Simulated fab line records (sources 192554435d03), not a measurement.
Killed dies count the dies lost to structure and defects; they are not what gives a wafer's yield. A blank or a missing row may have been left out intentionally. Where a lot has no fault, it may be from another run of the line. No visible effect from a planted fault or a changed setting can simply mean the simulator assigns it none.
Struck lot and sound lot, side by side :: flow n5 finfet :: 36 out of 1938 route steps
Sound: wafers L759.2, L759.3, L759.6. Struck: wafer L770.2 (left out: L770.1, L770.6 of the same lot, which were not struck); the cause appears at the end.
For every step that has rows: the tool of each side, followed by ch and its chambers, followed by its first start. Under that, the readings that differ: sound wafers :: struck wafers :: difference of the means :: sigmas: that difference in standard deviations of wafers without a fault.
alike: a reading whose means differ by less than 2 such deviations, as well as words and numbers matching on both sides. not compared: withheld readings; readings where some wafer has no value; bounds like >300 that might hide an equal value; numbers whose values overlap and for which the record gives no deviation.
Wherever a step has rows on one side only, a row that says differs or no value, or a row with sigmas, the two part there. Non-overlapping numbers with no deviation appear without sigmas and do not part them. A reading missing from all wafers of one side parts the sides only when that side holds two or more wafers.

first, 9 steps without rows for these wafers: N5_BEOL_M4_ANNEAL_95 (time 240 s); N5_BEOL_M4_SPUTTER_96 (material Cu, target thk 4.5 nm, time 8.29 s); N5_BEOL_M4_ECD_50 (material Cu, target thk 300 nm); N5_BEOL_M4_ANNEAL_51 (time 90 s); N5_BEOL_M4_CMP_52 (polishes, stops on SiOC, t overpolish 6.8 s, target thk 40 nm); N5_BEOL_M4_PRE_CLEAN_60 (time 15 s); N5_BEOL_M4_CO_CAP_55 (material Co, precursor CCTBA/H2, target thk 2 nm, time 102.1 s); N5_BEOL_M4_PRE_CLEAN_56 (time 15 s); N5_BEOL_M4_DEP_57 (deposits SiCN from 3MS/NH3, target thk 8 nm, time 14 s).
N5_BEOL_M4_RC_MEAS_101:
  sound on prober-02 ch 0, day 10 07:04; struck on prober-01 ch 0, day 13 03:00
reading: IOFF_N (nA/um)
sound: 0.23 0.08 0.19
struck: 0.24
difference: +0.07
sigmas: +2

reading: IOFF_P (nA/um)
sound: 0.28 0.14 0.27
struck: 0.32
difference: +0.09
sigmas: +2

reading: SS_P (mV/dec)
sound: 73.7 72.0 74.0
struck: 75.3
difference: +2.1
sigmas: +3
  alike: DIBL_N, DIBL_P, ION_N, ION_P, SS_N, VT_N, VT_P
then, 24 steps without rows for these wafers: N5_BEOL_M5_ILD_DEP_00 (deposits SiCOH lowk from DEMS/porogen, target thk 140.64 nm, time 25.9 s); N5_BEOL_M5_CURE_79 (cures SiCOH lowk, time 240 s); N5_BEOL_M5_PECVD_70 (deposits SiO2 from TEOS/O2, target thk 16 nm, time 18 s); N5_BEOL_M5_HM_DEP_02 (deposits TiN, target thk 20 nm); N5_BEOL_M5_COAT_59 (time 60 s, resist thk 60 nm); N5_BEOL_M5_COAT_60 (time 60 s, resist thk 12 nm); N5_BEOL_M5_COAT_71 (time 60 s, resist thk 5 nm); N5_BEOL_M5_COAT_05 (resist thk 30 nm); N5_BEOL_M5_EBR_07; N5_BEOL_M5_SOFTBAKE_06 (time 60 s); N5_BEOL_M5_EXPOSE_08 (exposes mask M5, target cd 28 nm); N5_BEOL_M5_PEB_09 (peb time 60 s); N5_BEOL_M5_DEVELOP_10 (develop time 30 s); N5_BEOL_M5_DESCUM_16 (chemistry O2, time 7 s); N5_BEOL_M5_ETCH_72 (etches underlayer in N2/H2, target depth 6.5 nm, time 5.2 s); N5_BEOL_M5_ETCH_61 (etches SiARC in CF4, target depth 15.6 nm, time 26 s); N5_BEOL_M5_ETCH_62 (etches SOC in N2/H2, target depth 75 nm, overetch 15 nm, time 112.5 s); N5_BEOL_M5_STRIP_63 (strips in N2/H2); N5_BEOL_M5_STRIP_73 (strips in N2/H2); N5_BEOL_M5_STRIP_64 (strips in CF4); N5_BEOL_M5_HM_OPEN_17 (chemistry Cl2/BCl3, target TiN, target depth 20 nm, overetch 6 nm); N5_BEOL_M5_STRIP_19 (strips in O2); N5_BEOL_M5_COAT_65 (time 60 s, resist thk 60 nm); N5_BEOL_M5_COAT_66 (time 60 s, resist thk 12 nm).
N5_BEOL_M5_EXPOSE_25: exposes mask V4, defocus 10 nm.
  sound on euv scanner-02 ch 0, day 10 11:50; struck on euv scanner-02 ch 0, day 13 06:52
  alike: mask
-- the record jumps here: 5 days lie between the struck wafers' starts before and after (it left off in module BEOL_M5 and takes up again in module PASSIVATION, whose first step shown is number 1936 of the route) --
N5_PASSIVATION_PROBE_49:
  the record has rows for the struck wafers here (prober-01, day 18 04:08) and none for the sound ones

## WHERE THEY PART
Last at N5_PASSIVATION_PROBE_49 as far as this record goes, first at N5_BEOL_M4_RC_MEAS_101.

WHY: the cause the simulator had injected
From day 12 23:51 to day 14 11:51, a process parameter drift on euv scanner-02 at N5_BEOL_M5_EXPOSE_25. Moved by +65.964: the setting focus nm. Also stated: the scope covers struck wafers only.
